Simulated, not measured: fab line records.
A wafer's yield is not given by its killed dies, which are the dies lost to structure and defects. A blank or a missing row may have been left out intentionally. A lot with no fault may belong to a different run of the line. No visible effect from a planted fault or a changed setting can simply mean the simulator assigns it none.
fab line records :: flow nand-harc
[record]
  lots = 6
  wafers = 18
  last-day = 33
route steps=1302 shown A_ONON_D2@554
lots that met no fault: taken from a fault-free run of the same line
start-h: hours from the record's opening day to when the first of the lot's shown wafers began :: wait-h: hours elapsed since this lot's preceding step :: " same as the row above :: L1.1+2: one row covering several wafers at once :: - no value present, or no start provided :: * or withheld: withheld :: < > ~ a bound
route shown NAME@n: NAME is a module with steps in the file, n the number in the route of the first one :: usual: mean and standard deviation over wafers with no fault :: same: alike in all rows :: chamber/n: place in a boat :: sites: each site's reading :: _std_site: how widely they spread, as a standard deviation :: _edge_site: the outer-site mean with the inner-site mean subtracted :: radius-mm: for every site, how far away it sits from the centre of the wafer :: mask NAME#n: copy n :: behind: the tool/chamber that last shaped the wafer :: hold: why the lot was held/for how many hours/how that ended :: device: which transistor (n, p or np) failed to switch :: end of line: at the end of the route, the tests of the same wafers :: a step with no rows: only its recipe :: killed: dies that structure and defects cost at the first sort, which is not the same as the wafer's yield :: map: a wafer's dies, x killed, . not, _ none there
set.NAME: the setting the step ran with; set.NAME@STEP: the setting that earlier step ran with :: model.NAME: the simulator's own value behind a step, which no gauge read
lots at some steps of the route; a table a step, a row a wafer
services: a tool's chamber out of use, with start hour (start-h, from the record's first day; less than 0 if before it), hours out, and reason
[[steps]]
[step NHARC_A_ONON_D2_THK_MEAS_14]
[recipe]
  thk-meas-gauge = ellipsometry
[usual]
  thk-nm = 1000/12
lot.wafer: L113.2
tool: film-metro-02
chamber: -
start-h: 308.25
wait-h: -
thk-nm: 997

lot.wafer: L113.4
tool: film-metro-02
chamber: -
start-h: 308.25
wait-h: -
thk-nm: 998

lot.wafer: L113.6
tool: film-metro-02
chamber: -
start-h: 308.25
wait-h: -
thk-nm: 996

lot.wafer: L120.1
tool: film-metro-01
chamber: -
start-h: 356.58
wait-h: -
thk-nm: 993

lot.wafer: L120.4
tool: film-metro-01
chamber: -
start-h: 356.58
wait-h: -
thk-nm: 992

lot.wafer: L120.6
tool: film-metro-01
chamber: -
start-h: 356.58
wait-h: -
thk-nm: 990

lot.wafer: L124.4
tool: film-metro-02
chamber: -
start-h: 411.99
wait-h: -
thk-nm: 999

lot.wafer: L124.5
tool: film-metro-02
chamber: -
start-h: 411.99
wait-h: -
thk-nm: 1000

lot.wafer: L124.6
tool: film-metro-02
chamber: -
start-h: 411.99
wait-h: -
thk-nm: 998

lot.wafer: L126.1
tool: film-metro-02
chamber: -
start-h: 423.41
wait-h: -
thk-nm: 1010

lot.wafer: L126.3
tool: film-metro-02
chamber: -
start-h: 423.41
wait-h: -
thk-nm: 1010

lot.wafer: L126.6
tool: film-metro-02
chamber: -
start-h: 423.41
wait-h: -
thk-nm: 1011

lot.wafer: L133.2
tool: film-metro-01
chamber: -
start-h: 490.37
wait-h: -
thk-nm: 990

lot.wafer: L133.3
tool: film-metro-01
chamber: -
start-h: 490.37
wait-h: -
thk-nm: 992

lot.wafer: L133.6
tool: film-metro-01
chamber: -
start-h: 490.37
wait-h: -
thk-nm: 992

lot.wafer: L134.4
tool: film-metro-01
chamber: -
start-h: 510.65
wait-h: -
thk-nm: 1013

lot.wafer: L134.5
tool: film-metro-01
chamber: -
start-h: 510.65
wait-h: -
thk-nm: 1013

lot.wafer: L134.6
tool: film-metro-01
chamber: -
start-h: 510.65
wait-h: -
thk-nm: 1013
[step NHARC_A_ONON_D2_ANNEAL_15]
[recipe]
  temp-c = 750
  time-s = 3600
[step NHARC_A_ONON_D2_DEP_16]
[recipe]
  target-thk-a = 10000
  n2-flow-sccm = 2750
  n2o-flow-sccm = 2000
  nh3-flow-sccm = 500
  sih4-flow-sccm = 210
  temp-c = 400
[step NHARC_A_ONON_D2_THK_MEAS_18]
[recipe]
  thk-meas-gauge = ellipsometry
[usual]
  thk-nm = 998/9.2
lot.wafer: L113.2
tool: film-metro-01
chamber: -
start-h: 315.82
wait-h: -
thk-nm: 994

lot.wafer: L113.4
tool: film-metro-01
chamber: -
start-h: 315.82
wait-h: -
thk-nm: 992

lot.wafer: L113.6
tool: film-metro-01
chamber: -
start-h: 315.82
wait-h: -
thk-nm: 993

lot.wafer: L120.1
tool: film-metro-02
chamber: -
start-h: 364.00
wait-h: -
thk-nm: 987

lot.wafer: L120.4
tool: film-metro-02
chamber: -
start-h: 364.00
wait-h: -
thk-nm: 987

lot.wafer: L120.6
tool: film-metro-02
chamber: -
start-h: 364.00
wait-h: -
thk-nm: 986

lot.wafer: L124.4
tool: film-metro-02
chamber: -
start-h: 419.35
wait-h: -
thk-nm: 1000

lot.wafer: L124.5
tool: film-metro-02
chamber: -
start-h: 419.35
wait-h: -
thk-nm: 1000

lot.wafer: L124.6
tool: film-metro-02
chamber: -
start-h: 419.35
wait-h: -
thk-nm: 1000

lot.wafer: L126.1
tool: film-metro-02
chamber: -
start-h: 431.42
wait-h: -
thk-nm: 995

lot.wafer: L126.3
tool: film-metro-02
chamber: -
start-h: 431.42
wait-h: -
thk-nm: 995

lot.wafer: L126.6
tool: film-metro-02
chamber: -
start-h: 431.42
wait-h: -
thk-nm: 994

lot.wafer: L133.2
tool: film-metro-01
chamber: -
start-h: 497.76
wait-h: -
thk-nm: 1005

lot.wafer: L133.3
tool: film-metro-01
chamber: -
start-h: 497.76
wait-h: -
thk-nm: 1004

lot.wafer: L133.6
tool: film-metro-01
chamber: -
start-h: 497.76
wait-h: -
thk-nm: 1006

lot.wafer: L134.4
tool: film-metro-01
chamber: -
start-h: 518.69
wait-h: -
thk-nm: 1006

lot.wafer: L134.5
tool: film-metro-01
chamber: -
start-h: 518.69
wait-h: -
thk-nm: 1006

lot.wafer: L134.6
tool: film-metro-01
chamber: -
start-h: 518.69
wait-h: -
thk-nm: 1008
[step NHARC_A_ONON_D2_DEP_19]
[recipe]
  target-thk-a = 10000
  n2-flow-sccm = 2750
  n2o-flow-sccm = 2000
  nh3-flow-sccm = 500
  sih4-flow-sccm = 210
  temp-c = 400
[step NHARC_A_ONON_D2_THK_MEAS_21]
[recipe]
  thk-meas-gauge = ellipsometry
[usual]
  thk-nm = 1001/10
lot.wafer: L113.2
tool: film-metro-01
chamber: -
start-h: 316.40
wait-h: -
thk-nm: 998

lot.wafer: L113.4
tool: film-metro-01
chamber: -
start-h: 316.40
wait-h: -
thk-nm: 998

lot.wafer: L113.6
tool: film-metro-01
chamber: -
start-h: 316.40
wait-h: -
thk-nm: 996

lot.wafer: L120.1
tool: film-metro-02
chamber: -
start-h: 364.68
wait-h: -
thk-nm: 990

lot.wafer: L120.4
tool: film-metro-02
chamber: -
start-h: 364.68
wait-h: -
thk-nm: 989

lot.wafer: L120.6
tool: film-metro-02
chamber: -
start-h: 364.68
wait-h: -
thk-nm: 987

lot.wafer: L124.4
tool: film-metro-01
chamber: -
start-h: 419.92
wait-h: -
thk-nm: 1011

lot.wafer: L124.5
tool: film-metro-01
chamber: -
start-h: 419.92
wait-h: -
thk-nm: 1010

lot.wafer: L124.6
tool: film-metro-01
chamber: -
start-h: 419.92
wait-h: -
thk-nm: 1010

lot.wafer: L126.1
tool: film-metro-02
chamber: -
start-h: 431.99
wait-h: -
thk-nm: 996

lot.wafer: L126.3
tool: film-metro-02
chamber: -
start-h: 431.99
wait-h: -
thk-nm: 996

lot.wafer: L126.6
tool: film-metro-02
chamber: -
start-h: 431.99
wait-h: -
thk-nm: 994

lot.wafer: L133.2
tool: film-metro-01
chamber: -
start-h: 498.33
wait-h: -
thk-nm: 1011

lot.wafer: L133.3
tool: film-metro-01
chamber: -
start-h: 498.33
wait-h: -
thk-nm: 1012

lot.wafer: L133.6
tool: film-metro-01
chamber: -
start-h: 498.33
wait-h: -
thk-nm: 1013

lot.wafer: L134.4
tool: film-metro-01
chamber: -
start-h: 519.25
wait-h: -
thk-nm: 1010

lot.wafer: L134.5
tool: film-metro-01
chamber: -
start-h: 519.25
wait-h: -
thk-nm: 1012

lot.wafer: L134.6
tool: film-metro-01
chamber: -
start-h: 519.25
wait-h: -
thk-nm: 1011
[step NHARC_A_ONON_D2_DEP_22]
[recipe]
  target-thk-a = 10000
  n2-flow-sccm = 2750
  n2o-flow-sccm = 2000
  nh3-flow-sccm = 500
  sih4-flow-sccm = 210
  temp-c = 400
[step NHARC_A_ONON_D2_THK_MEAS_24]
[recipe]
  thk-meas-gauge = ellipsometry
[usual]
  thk-nm = 1001/10
lot.wafer: L113.2
tool: film-metro-02
chamber: -
start-h: 316.97
wait-h: -
thk-nm: 998

lot.wafer: L113.4
tool: film-metro-02
chamber: -
start-h: 316.97
wait-h: -
thk-nm: 996

lot.wafer: L113.6
tool: film-metro-02
chamber: -
start-h: 316.97
wait-h: -
thk-nm: 998

lot.wafer: L120.1
tool: film-metro-02
chamber: -
start-h: 365.25
wait-h: -
thk-nm: 1017

lot.wafer: L120.4
tool: film-metro-02
chamber: -
start-h: 365.25
wait-h: -
thk-nm: 1017

lot.wafer: L120.6
tool: film-metro-02
chamber: -
start-h: 365.25
wait-h: -
thk-nm: 1017

lot.wafer: L124.4
tool: film-metro-02
chamber: -
start-h: 420.48
wait-h: -
thk-nm: 1021

lot.wafer: L124.5
tool: film-metro-02
chamber: -
start-h: 420.48
wait-h: -
thk-nm: 1022

lot.wafer: L124.6
tool: film-metro-02
chamber: -
start-h: 420.48
wait-h: -
thk-nm: 1021

lot.wafer: L126.1
tool: film-metro-01
chamber: -
start-h: 432.56
wait-h: -
thk-nm: 999

lot.wafer: L126.3
tool: film-metro-01
chamber: -
start-h: 432.56
wait-h: -
thk-nm: 999

lot.wafer: L126.6
tool: film-metro-01
chamber: -
start-h: 432.56
wait-h: -
thk-nm: 999

lot.wafer: L133.2
tool: film-metro-01
chamber: -
start-h: 498.89
wait-h: -
thk-nm: 1012

lot.wafer: L133.3
tool: film-metro-01
chamber: -
start-h: 498.89
wait-h: -
thk-nm: 1012

lot.wafer: L133.6
tool: film-metro-01
chamber: -
start-h: 498.89
wait-h: -
thk-nm: 1013

lot.wafer: L134.4
tool: film-metro-02
chamber: -
start-h: 519.81
wait-h: -
thk-nm: 1001

lot.wafer: L134.5
tool: film-metro-02
chamber: -
start-h: 519.81
wait-h: -
thk-nm: 999

lot.wafer: L134.6
tool: film-metro-02
chamber: -
start-h: 519.81
wait-h: -
thk-nm: 1000
[step NHARC_A_ONON_D2_DEP_25]
[recipe]
  target-thk-a = 10000
  n2-flow-sccm = 2750
  n2o-flow-sccm = 2000
  nh3-flow-sccm = 500
  sih4-flow-sccm = 210
  temp-c = 400
[step NHARC_A_ONON_D2_THK_MEAS_27]
[recipe]
  thk-meas-gauge = ellipsometry
[usual]
  thk-nm = 1000/11
lot.wafer: L113.2
tool: film-metro-02
chamber: -
start-h: 317.54
wait-h: -
thk-nm: 1004

lot.wafer: L113.4
tool: film-metro-02
chamber: -
start-h: 317.54
wait-h: -
thk-nm: 1003

lot.wafer: L113.6
tool: film-metro-02
chamber: -
start-h: 317.54
wait-h: -
thk-nm: 1005

lot.wafer: L120.1
tool: film-metro-01
chamber: -
start-h: 365.82
wait-h: -
thk-nm: 1009

lot.wafer: L120.4
tool: film-metro-01
chamber: -
start-h: 365.82
wait-h: -
thk-nm: 1010

lot.wafer: L120.6
tool: film-metro-01
chamber: -
start-h: 365.82
wait-h: -
thk-nm: 1010

lot.wafer: L124.4
tool: film-metro-01
chamber: -
start-h: 421.05
wait-h: -
thk-nm: 1003

lot.wafer: L124.5
tool: film-metro-01
chamber: -
start-h: 421.05
wait-h: -
thk-nm: 1001

lot.wafer: L124.6
tool: film-metro-01
chamber: -
start-h: 421.05
wait-h: -
thk-nm: 1000

lot.wafer: L126.1
tool: film-metro-01
chamber: -
start-h: 433.13
wait-h: -
thk-nm: 985

lot.wafer: L126.3
tool: film-metro-01
chamber: -
start-h: 433.13
wait-h: -
thk-nm: 985

lot.wafer: L126.6
tool: film-metro-01
chamber: -
start-h: 433.13
wait-h: -
thk-nm: 986

lot.wafer: L133.2
tool: film-metro-02
chamber: -
start-h: 499.46
wait-h: -
thk-nm: 996

lot.wafer: L133.3
tool: film-metro-02
chamber: -
start-h: 499.46
wait-h: -
thk-nm: 996

lot.wafer: L133.6
tool: film-metro-02
chamber: -
start-h: 499.46
wait-h: -
thk-nm: 997

lot.wafer: L134.4
tool: film-metro-01
chamber: -
start-h: 520.39
wait-h: -
thk-nm: 989

lot.wafer: L134.5
tool: film-metro-01
chamber: -
start-h: 520.39
wait-h: -
thk-nm: 990

lot.wafer: L134.6
tool: film-metro-01
chamber: -
start-h: 520.39
wait-h: -
thk-nm: 990
[step NHARC_A_ONON_D2_DEP_28]
[recipe]
  target-thk-a = 10000
  n2-flow-sccm = 2750
  n2o-flow-sccm = 2000
  nh3-flow-sccm = 500
  sih4-flow-sccm = 210
  temp-c = 400
[step NHARC_A_ONON_D2_THK_MEAS_30]
[recipe]
  thk-meas-gauge = ellipsometry
[usual]
  thk-nm = 1003/9.4
lot.wafer: L113.2
tool: film-metro-02
chamber: -
start-h: 318.10
wait-h: -
thk-nm: 1011

lot.wafer: L113.4
tool: film-metro-02
chamber: -
start-h: 318.10
wait-h: -
thk-nm: 1012

lot.wafer: L113.6
tool: film-metro-02
chamber: -
start-h: 318.10
wait-h: -
thk-nm: 1013

lot.wafer: L120.1
tool: film-metro-02
chamber: -
start-h: 366.38
wait-h: -
thk-nm: 1005

lot.wafer: L120.4
tool: film-metro-02
chamber: -
start-h: 366.38
wait-h: -
thk-nm: 1007

lot.wafer: L120.6
tool: film-metro-02
chamber: -
start-h: 366.38
wait-h: -
thk-nm: 1008

lot.wafer: L124.4
tool: film-metro-02
chamber: -
start-h: 421.61
wait-h: -
thk-nm: 1003

lot.wafer: L124.5
tool: film-metro-02
chamber: -
start-h: 421.61
wait-h: -
thk-nm: 1001

lot.wafer: L124.6
tool: film-metro-02
chamber: -
start-h: 421.61
wait-h: -
thk-nm: 1003

lot.wafer: L126.1
tool: film-metro-02
chamber: -
start-h: 433.70
wait-h: -
thk-nm: 997

lot.wafer: L126.3
tool: film-metro-02
chamber: -
start-h: 433.70
wait-h: -
thk-nm: 995

lot.wafer: L126.6
tool: film-metro-02
chamber: -
start-h: 433.70
wait-h: -
thk-nm: 997

lot.wafer: L133.2
tool: film-metro-02
chamber: -
start-h: 500.02
wait-h: -
thk-nm: 983

lot.wafer: L133.3
tool: film-metro-02
chamber: -
start-h: 500.02
wait-h: -
thk-nm: 986

lot.wafer: L133.6
tool: film-metro-02
chamber: -
start-h: 500.02
wait-h: -
thk-nm: 987

lot.wafer: L134.4
tool: film-metro-01
chamber: -
start-h: 520.96
wait-h: -
thk-nm: 1011

lot.wafer: L134.5
tool: film-metro-01
chamber: -
start-h: 520.96
wait-h: -
thk-nm: 1010

lot.wafer: L134.6
tool: film-metro-01
chamber: -
start-h: 520.96
wait-h: -
thk-nm: 1010
[step NHARC_A_ONON_D2_DEP_33]
[recipe]
  target-thk-a = 2000
  temp-c = 400
  pressure-torr = 6.5
  rf-w = 900
  teos-flow-sccm = 161.4
  flow-sccm = 2650
  target-thk-nm = 200
  gas = O2
  material = SiO2
[usual]
  heater-power-outer-w = 293/44
  heater-power-w = 530/50
  rf-fwd-power-W = 898.1/2.8
  showerhead-vpp-V = 1849/150
  throttle-valve-pct = 15.8/0.54
lot.wafer: L113.2
tool: pecvd-04
chamber: 0
start-h: 318.61
wait-h: 0.5
heater-power-outer-w: 354
heater-power-w: 583
rf-fwd-power-W: 900.5
showerhead-vpp-V: 1745
throttle-valve-pct: 15.3

lot.wafer: L113.4
tool: pecvd-04
chamber: 0
start-h: 318.61
wait-h: 0.5
heater-power-outer-w: 364
heater-power-w: 595
rf-fwd-power-W: 897.8
showerhead-vpp-V: 1736
throttle-valve-pct: 15.6

lot.wafer: L113.6
tool: pecvd-04
chamber: 0
start-h: 318.61
wait-h: 0.5
heater-power-outer-w: 249
heater-power-w: 451
rf-fwd-power-W: 900.0
showerhead-vpp-V: 1776
throttle-valve-pct: 15.5

lot.wafer: L120.1
tool: pecvd-01
chamber: 1
start-h: 366.49
wait-h: 0.1
heater-power-outer-w: 344
heater-power-w: 600
rf-fwd-power-W: 906.4
showerhead-vpp-V: 1963
throttle-valve-pct: 16.6

lot.wafer: L120.6
tool: pecvd-01
chamber: 1
start-h: 366.49
wait-h: 0.1
heater-power-outer-w: 240
heater-power-w: 444
rf-fwd-power-W: 899.1
showerhead-vpp-V: 2006
throttle-valve-pct: 16.3

lot.wafer: L120.4
tool: pecvd-01
chamber: 2
start-h: 366.49
wait-h: 0.1
heater-power-outer-w: 308
heater-power-w: 515
rf-fwd-power-W: 899.6
showerhead-vpp-V: 1834
throttle-valve-pct: 15.3

lot.wafer: L124.5
tool: pecvd-01
chamber: 1
start-h: 421.81
wait-h: 0.2
heater-power-outer-w: 325
heater-power-w: 560
rf-fwd-power-W: 906.3
showerhead-vpp-V: 2032
throttle-valve-pct: 16.4

lot.wafer: L124.4
tool: pecvd-01
chamber: 2
start-h: 421.81
wait-h: 0.2
heater-power-outer-w: 311
heater-power-w: 538
rf-fwd-power-W: 894.9
showerhead-vpp-V: 1825
throttle-valve-pct: 15.4

lot.wafer: L124.6
tool: pecvd-01
chamber: 0
start-h: 421.81
wait-h: 0.2
heater-power-outer-w: 191
heater-power-w: 431
rf-fwd-power-W: 1254.2
showerhead-vpp-V: 2505
throttle-valve-pct: 15.3

lot.wafer: L126.1
tool: pecvd-01
chamber: 0
start-h: 433.75
wait-h: 0.1
heater-power-outer-w: 169
heater-power-w: 410
rf-fwd-power-W: 1253.5
showerhead-vpp-V: 2487
throttle-valve-pct: 15.7

lot.wafer: L126.3
tool: pecvd-01
chamber: 2
start-h: 433.75
wait-h: 0.1
heater-power-outer-w: 335
heater-power-w: 552
rf-fwd-power-W: 900.0
showerhead-vpp-V: 1859
throttle-valve-pct: 15.8

lot.wafer: L126.6
tool: pecvd-01
chamber: 2
start-h: 433.75
wait-h: 0.1
heater-power-outer-w: 331
heater-power-w: 569
rf-fwd-power-W: 904.4
showerhead-vpp-V: 1815
throttle-valve-pct: 15.8

lot.wafer: L133.3
tool: pecvd-02
chamber: 2
start-h: 500.32
wait-h: 0.3
heater-power-outer-w: 288
heater-power-w: 509
rf-fwd-power-W: 897.0
showerhead-vpp-V: 1656
throttle-valve-pct: 15.6

lot.wafer: L133.2
tool: pecvd-02
chamber: 1
start-h: 500.32
wait-h: 0.3
heater-power-outer-w: 201
heater-power-w: 420
rf-fwd-power-W: 896.9
showerhead-vpp-V: 1709
throttle-valve-pct: 16.8

lot.wafer: L133.6
tool: pecvd-02
chamber: 0
start-h: 500.32
wait-h: 0.3
heater-power-outer-w: 254
heater-power-w: 502
rf-fwd-power-W: 896.8
showerhead-vpp-V: 1838
throttle-valve-pct: 14.6

lot.wafer: L134.4
tool: pecvd-01
chamber: 2
start-h: 521.15
wait-h: 0.2
heater-power-outer-w: 263
heater-power-w: 481
rf-fwd-power-W: 898.1
showerhead-vpp-V: 1842
throttle-valve-pct: 15.8

lot.wafer: L134.6
tool: pecvd-01
chamber: 2
start-h: 521.15
wait-h: 0.2
heater-power-outer-w: 265
heater-power-w: 480
rf-fwd-power-W: 898.5
showerhead-vpp-V: 1832
throttle-valve-pct: 15.8

lot.wafer: L134.5
tool: pecvd-01
chamber: 0
start-h: 521.15
wait-h: 0.2
heater-power-outer-w: 295
heater-power-w: 600
rf-fwd-power-W: 897.8
showerhead-vpp-V: 2105
throttle-valve-pct: 15.6
[step NHARC_A_ONON_D2_THK_MEAS_34]
[recipe]
  thk-meas-gauge = ellipsometry
[usual]
  thk-nm = 200.2/2.9
lot.wafer: L113.2
tool: film-metro-02
chamber: -
start-h: 319.17
wait-h: 0.5
thk-nm: 196.0

lot.wafer: L113.4
tool: film-metro-02
chamber: -
start-h: 319.17
wait-h: 0.5
thk-nm: 196.2

lot.wafer: L113.6
tool: film-metro-02
chamber: -
start-h: 319.17
wait-h: 0.5
thk-nm: 197.9

lot.wafer: L120.1
tool: film-metro-02
chamber: -
start-h: 366.86
wait-h: -
thk-nm: 196.2

lot.wafer: L120.4
tool: film-metro-02
chamber: -
start-h: 366.86
wait-h: -
thk-nm: 200.3

lot.wafer: L120.6
tool: film-metro-02
chamber: -
start-h: 366.86
wait-h: -
thk-nm: 200.4

lot.wafer: L124.4
tool: film-metro-02
chamber: -
start-h: 422.09
wait-h: -
thk-nm: 197.4

lot.wafer: L124.5
tool: film-metro-02
chamber: -
start-h: 422.09
wait-h: -
thk-nm: 201.3

lot.wafer: L124.6
tool: film-metro-02
chamber: -
start-h: 422.09
wait-h: -
thk-nm: 220.8

lot.wafer: L126.1
tool: film-metro-01
chamber: -
start-h: 434.17
wait-h: -
thk-nm: 222.4

lot.wafer: L126.3
tool: film-metro-01
chamber: -
start-h: 434.17
wait-h: -
thk-nm: 197.2

lot.wafer: L126.6
tool: film-metro-01
chamber: -
start-h: 434.17
wait-h: -
thk-nm: 200.4

lot.wafer: L133.2
tool: film-metro-01
chamber: -
start-h: 500.73
wait-h: -
thk-nm: 199.7

lot.wafer: L133.3
tool: film-metro-01
chamber: -
start-h: 500.73
wait-h: -
thk-nm: 202.3

lot.wafer: L133.6
tool: film-metro-01
chamber: -
start-h: 500.73
wait-h: -
thk-nm: 203.5

lot.wafer: L134.4
tool: film-metro-02
chamber: -
start-h: 521.56
wait-h: 0.3
thk-nm: 196.8

lot.wafer: L134.5
tool: film-metro-02
chamber: -
start-h: 521.56
wait-h: 0.3
thk-nm: 197.1

lot.wafer: L134.6
tool: film-metro-02
chamber: -
start-h: 521.56
wait-h: 0.3
thk-nm: 197.9
[[services]]
tool: pecvd-01
chamber: -
start-h: 311.00
hours: 13.0
kind: pm

tool: pecvd-01
chamber: 0
start-h: 311.00
hours: 13.0
kind: vent-cycle

tool: pecvd-01
chamber: 1
start-h: 311.00
hours: 13.0
kind: vent-cycle

tool: pecvd-01
chamber: 2
start-h: 311.00
hours: 13.0
kind: vent-cycle

tool: pecvd-01
chamber: 0
start-h: 324.00
hours: -
kind: clean

tool: pecvd-01
chamber: 1
start-h: 324.00
hours: -
kind: clean

tool: pecvd-01
chamber: 2
start-h: 324.00
hours: -
kind: clean

tool: pecvd-04
chamber: -
start-h: 350.65
hours: 0.4
kind: repair

tool: pecvd-02
chamber: 2
start-h: 399.58
hours: 5.7
kind: repair

tool: pecvd-04
chamber: 0
start-h: 404.40
hours: 9.7
kind: repair

tool: pecvd-02
chamber: -
start-h: 408.13
hours: 13.0
kind: pm

tool: pecvd-02
chamber: 0
start-h: 408.13
hours: 13.0
kind: vent-cycle

tool: pecvd-04
chamber: -
start-h: 433.62
hours: 0.3
kind: repair

tool: pecvd-04
chamber: -
start-h: 450.16
hours: 13.0
kind: pm

tool: pecvd-01
chamber: -
start-h: 473.91
hours: 1.7
kind: repair

tool: pecvd-04
chamber: 2
start-h: 481.97
hours: 16.3
kind: repair

tool: pecvd-01
chamber: -
start-h: 492.03
hours: 13.0
kind: pm

tool: pecvd-01
chamber: 0
start-h: 492.03
hours: 13.0
kind: vent-cycle

tool: pecvd-01
chamber: 1
start-h: 492.03
hours: 13.0
kind: vent-cycle

tool: pecvd-01
chamber: 2
start-h: 492.03
hours: 13.0
kind: vent-cycle

tool: pecvd-01
chamber: 0
start-h: 505.03
hours: -
kind: clean

tool: pecvd-01
chamber: 1
start-h: 505.03
hours: -
kind: clean

tool: pecvd-01
chamber: 2
start-h: 505.03
hours: -
kind: clean

tool: pecvd-01
chamber: 1
start-h: 505.66
hours: 19.1
kind: repair
[[key]]
[first-sign]
  step = NHARC_A_ONON_D2_DEP_33
  reading = rf-fwd-power-W
  direction = up
  sigmas = 99+
  usual = *
  struck = *
[effect]
  step = NHARC_A_ONON_D2_DEP_33
  reading = showerhead-vpp-V
  direction = up
  sigmas = 4.4
  usual = 1849
  struck = 2496
[effect]
  step = NHARC_A_ONON_D2_THK_MEAS_34
  reading = thk-nm
  direction = up
  sigmas = 7.5
  usual = 200.2
  struck = 221.6
met-at NHARC_A_ONON_D2_DEP_33
struck-wafers L124.6,L126.1
tester-left-out L124,L126
[fault]
  kind = process-parameter-drift
  tool = pecvd-01
  chamber = 0
  onset-h = 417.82
  steps = NHARC_A_ONON_D2_DEP_33
  channel = rf-w
  offset = *
  shape = step
  end-h = 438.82
  acts-in = *
  stated = *
// tester-left-out: of these lots the tester's yield and bins aren't shown, on N5 and GAA mostly nor the transistor test; their killed dies are dies lost to structure and defects alone, not to doping, threshold or leakage, so they don't give the yield
